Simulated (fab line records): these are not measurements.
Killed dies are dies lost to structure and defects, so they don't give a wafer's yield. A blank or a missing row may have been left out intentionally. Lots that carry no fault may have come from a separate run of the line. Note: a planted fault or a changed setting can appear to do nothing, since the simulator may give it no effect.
Chamber matching    flow n5Finfet    cmp-01 running N5_BEOL_M9_CMP_52: 4 sister chambers
The step polishes, stops on SiCOH lowk, t overpolish 7 s, target thk 140 nm. 14 wafers are shown with their chamber, then 7 later ones without.

== WAFERS PAIRED WITH THEIR CHAMBERS ==
wafer   chamber  motorCurrentA (A)  timeToEndpointS (s)  barrierFieldEndpointS (s)
L082.2  3        4.8                69.5                 29.7
L082.3  1        6.4                70.5                 29.8
L082.5  0        4.7                67.8                 29.5
L086.2  0        4.6                66.6                 28.6
L086.3  3        4.7                68.2                 28.9
L086.4  2        5.5                64.6                 27.8
L089.2  3        4.9                64.6                 28.5
L089.3  0        5.0                63.3                 27.9
L089.5  3        4.9                65.4                 29.1
L083.3  1        6.3                69.2                 28.6
L083.4  3        4.8                66.9                 29.5
L083.5  3        4.7                68.3                 29.5
L092.1  3        4.7                68.9                 29.0
L092.2  1        6.2                71.0                 29.6

SIGNATURES (means of the wafers above)
reading                chamber 0  chamber 1  chamber 2  chamber 3  scatter within a chamber
motorCurrentA          4.767      6.300      5.500      4.786      0.125
timeToEndpointS        65.900     70.233     64.600     67.400     1.81
barrierFieldEndpointS  28.667     29.333     27.800     29.171     0.563
Rule: a wafer lies at a distance from a chamber equal to the root of the sum of squares, over the readings, of (its reading less the chamber's mean, divided by the reading's scatter). The wafer belongs to the nearest chamber; if the next one is less than 2 further off, it can't be placed. How the scatter is found: for the shown wafers, subtract from each reading the mean of its chamber, square and add these, divide the total by (wafers less chambers), then take the root.

== WAFERS WITHOUT THEIR CHAMBER ==
wafer   motorCurrentA (A)  timeToEndpointS (s)  barrierFieldEndpointS (s)
L092.6  4.7                65.8                 28.6
L094.1  4.9                67.7                 29.5
L094.2  6.5                71.7                 29.5
L094.3  5.4                65.3                 29.0
L096.2  5.0                68.4                 29.2
L096.3  5.6                66.2                 29.5
L096.6  5.0                67.2                 30.5

== EACH ONE'S CHAMBER ==
wafer   from the rows above      in truth
L092.6  can't be placed: 0 or 3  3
L094.1  can't be placed: 3 or 0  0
L094.2  1                        1
L094.3  2                        2
L096.2  can't be placed: 3 or 0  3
L096.3  2                        2
L096.6  can't be placed: 3 or 0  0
Placed correctly: 3 of 7. Cannot be placed on the basis of these rows: 4; the candidates contain the true chamber in 4. Number placed wrongly: 0.
